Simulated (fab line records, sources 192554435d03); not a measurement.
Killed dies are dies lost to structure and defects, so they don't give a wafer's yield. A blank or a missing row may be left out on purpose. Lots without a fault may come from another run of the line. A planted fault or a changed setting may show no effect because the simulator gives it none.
Split-lot experiment | flow n5_finfet | 7 lots, 39 wafers read, on a route of 1938 steps

THE SPLIT
At N5_PASSIVATION_PASS_ETCH_74 (etches SiNx in CF4/O2, target depth 220 nm, time 110 s), the setting target_depth_a was moved away from the recipe's 2200 angstrom on 9 of the 39 wafers read, by -50.4% to -23.0%. The other wafers ran this setting at the recipe's value.

FROM THE SPLIT TO THE READING: what the file shows between them, 2 steps
- N5_PASSIVATION_VIA_ETCH_13: etches SiO2 in CHF3/O2, target depth 660 nm, time 330 s
- N5_PASSIVATION_STRIP_14: strips in O2

THE READING
TV_OPEN.cd_offset_nm (the simulator's own value, which no gauge read), in nm, at N5_PASSIVATION_ETCH_15 (etches SiCN in CF4/N2, target depth 75 nm, time 81.2 s). The file gives no usual value for it. The 30 wafers here that ran the recipe average 1.8 nm, standard deviation 0.43 nm.

wafer  | tool, chamber at the split | target_depth_a as run, angstrom | against the recipe | TV_OPEN.cd_offset_nm, nm | against lot-mates on the recipe
L075.1 | rie_diel-02, 2             | 1694                            | -23.0%             | 3.8                      | +2.3
L075.2 | rie_diel-02, 0             | 1694                            | -23.0%             | 3.8                      | +2.3
L075.3 | rie_diel-02, 3             | 1694                            | -23.0%             | 3.4                      | +1.9
L075.4 | rie_diel-02, 1             | 2200                            | recipe             | 1.4                      | -
L075.5 | rie_diel-02, 3             | 2200                            | recipe             | 1.2                      | -
L075.6 | rie_diel-02, 2             | 2200                            | recipe             | 1.8                      | -
L080.1 | rie_diel-04, 2             | 2200                            | recipe             | 2.2                      | -
L080.2 | rie_diel-04, 1             | 1254                            | -43.0%             | 5.4                      | +3.5
L080.6 | rie_diel-04, 1             | 1254                            | -43.0%             | 5.4                      | +3.5
L080.3 | rie_diel-04, 3             | 1254                            | -43.0%             | 6.2                      | +4.3
L080.4 | rie_diel-04, 3             | 2200                            | recipe             | 1.8                      | -
L080.5 | rie_diel-04, 2             | 2200                            | recipe             | 1.6                      | -
L082.1 | rie_diel-04, 2             | 2200                            | recipe             | 2.2                      | -
L082.2 | rie_diel-04, 0             | 2200                            | recipe             | 1.4                      | -
L082.5 | rie_diel-04, 0             | 2200                            | recipe             | 1.4                      | -
L082.3 | rie_diel-04, 3             | 2200                            | recipe             | 2                        | -
L082.4 | rie_diel-04, 1             | 2200                            | recipe             | 1.6                      | -
L082.6 | rie_diel-04, 3             | 2200                            | recipe             | 1.8                      | -
L081.1 | rie_diel-03, 2             | 2200                            | recipe             | 1.2                      | -
L081.2 | rie_diel-03, 3             | 2200                            | recipe             | 1.4                      | -
L081.4 | rie_diel-03, 2             | 2200                            | recipe             | 1.4                      | -
L081.3 | rie_diel-03, 1             | 2200                            | recipe             | 2.2                      | -
L081.5 | rie_diel-03, 1             | 2200                            | recipe             | 2.2                      | -
L081.6 | rie_diel-03, 3             | 2200                            | recipe             | 1                        | -
L087.4 | rie_diel-04, 1             | 2200                            | recipe             | 2                        | -
L087.5 | rie_diel-04, 2             | 2200                            | recipe             | 2.4                      | -
L087.6 | rie_diel-04, 1             | 2200                            | recipe             | 2.4                      | -
L091.1 | rie_diel-04, 3             | 2200                            | recipe             | 2.2                      | -
L091.4 | rie_diel-04, 3             | 2200                            | recipe             | 2.2                      | -
L091.2 | rie_diel-04, 1             | 2200                            | recipe             | 2                        | -
L091.3 | rie_diel-04, 2             | 2200                            | recipe             | 2                        | -
L091.5 | rie_diel-04, 1             | 2200                            | recipe             | 1.4                      | -
L091.6 | rie_diel-04, 2             | 2200                            | recipe             | 1.8                      | -
L096.1 | rie_diel-03, 2             | 1091                            | -50.4%             | 7                        | +4.6
L096.5 | rie_diel-03, 2             | 1091                            | -50.4%             | 7                        | +4.6
L096.2 | rie_diel-03, 1             | 1091                            | -50.4%             | 6.8                      | +4.4
L096.3 | rie_diel-03, 0             | 2200                            | recipe             | 2.6                      | -
L096.6 | rie_diel-03, 0             | 2200                            | recipe             | 2.6                      | -
L096.4 | rie_diel-03, 1             | 2200                            | recipe             | 2                        | -

THE FIT
A straight line over all 39 wafers: TV_OPEN.cd_offset_nm changes by -0.0945 nm for each +1% of target_depth_a; r = -0.97; the points scatter about the line by 0.43 nm.
The same after taking each lot's own level away (the mean of its wafers on the recipe; 39 wafers): -0.0898 nm for each +1%; r = -0.98; scatter 0.31 nm.
On that fit, the largest move of target_depth_a shifts the reading by 4.5 nm.
The lots' own levels span 1.47 to 2.40 nm, that is 2.2 times the standard deviation above.
So the lot-to-lot level changes the slope little: the two slopes agree.
Check: with one of the wafers moved furthest among these (-50.4%) left out of the fit, the line predicts +4.52 nm for it against its lot-mates. It came out at +4.6 nm against them.

THE WHOLE CHAIN: every reading that the file lists as answering this split, in the file's order
step                        | what it does                                            | reading                                                               | change (the file's fit)                | r (the file's)
N5_PASSIVATION_PASS_ETCH_74 | etches SiNx in CF4/O2, target depth 220 nm, time 110 s  | etch.depth_nm (the simulator's own value, which no gauge read)        | +2.16 nm for each +1% of the setting   | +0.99
N5_PASSIVATION_PASS_ETCH_74 | etches SiNx in CF4/O2, target depth 220 nm, time 110 s  | TV_OPEN.cd_offset_nm (the simulator's own value, which no gauge read) | -0.093 nm for each +1% of the setting  | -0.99
N5_PASSIVATION_VIA_ETCH_13  | etches SiO2 in CHF3/O2, target depth 660 nm, time 330 s | TV_OPEN.cd_offset_nm (the simulator's own value, which no gauge read) | -0.0885 nm for each +1% of the setting | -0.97
N5_PASSIVATION_ETCH_15      | etches SiCN in CF4/N2, target depth 75 nm, time 81.2 s  | TV_OPEN.cd_offset_nm (the simulator's own value, which no gauge read) | -0.09 nm for each +1% of the setting   | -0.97

THE FILE'S OWN FIT
TV_OPEN.cd_offset_nm changes by -0.09 nm for each +1% of target_depth_a, r = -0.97.
